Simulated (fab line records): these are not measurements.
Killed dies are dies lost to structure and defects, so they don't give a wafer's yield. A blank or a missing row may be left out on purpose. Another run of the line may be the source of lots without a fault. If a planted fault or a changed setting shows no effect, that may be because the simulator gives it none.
Chamber matching | flow n5 finfet | rie diel-05 running N5_BEOL_M13_ETCH_68: 4 sister chambers
The step etches SOC in N2/H2, time 355 s. 4 wafers are shown with their chamber, then 9 later ones without.

WAFERS WITH THEIR CHAMBER
wafer  | chamber | drypump motor current A (A)
L084.5 | 2       | 5.1
L086.1 | 1       | 5.9
L086.4 | 3       | 5.2
L086.5 | 0       | 6.0

WAFERS WITH NO CHAMBER GIVEN
wafer  | drypump motor current A (A)
L087.1 | 5.2
L087.4 | 5.1
L087.5 | 5.2
L088.1 | 5.1
L088.3 | 6.1
L088.6 | 5.1
L091.2 | 5.1
L091.3 | 5.2
L091.5 | 5.1

EACH ONE'S CHAMBER
wafer  | from the rows above | in truth
L087.1 | 3                   | 3
L087.4 | 2                   | 2
L087.5 | 3                   | 3
L088.1 | 2                   | 2
L088.3 | 0                   | 0
L088.6 | 2                   | 2
L091.2 | 2                   | 2
L091.3 | 3                   | 3
L091.5 | 2                   | 2
Correctly placed: 9 of 9. Left unplaced by these rows: 0. Placed wrongly: 0.
How it was worked out, from the rows above alone: a wafer's distance from a chamber is the root of the sum, over the readings, of the square of ((its reading less the chamber's mean) divided by the reading's scatter). If the next closest chamber is less than 2 further off than the closest, the wafer can't be placed; otherwise it belongs to the closest. The mean given for a chamber averages the wafers shown for that chamber. The scatter: with one shown wafer a chamber, the root of the mean of the squares of how far each hidden wafer lies from its nearest shown one.
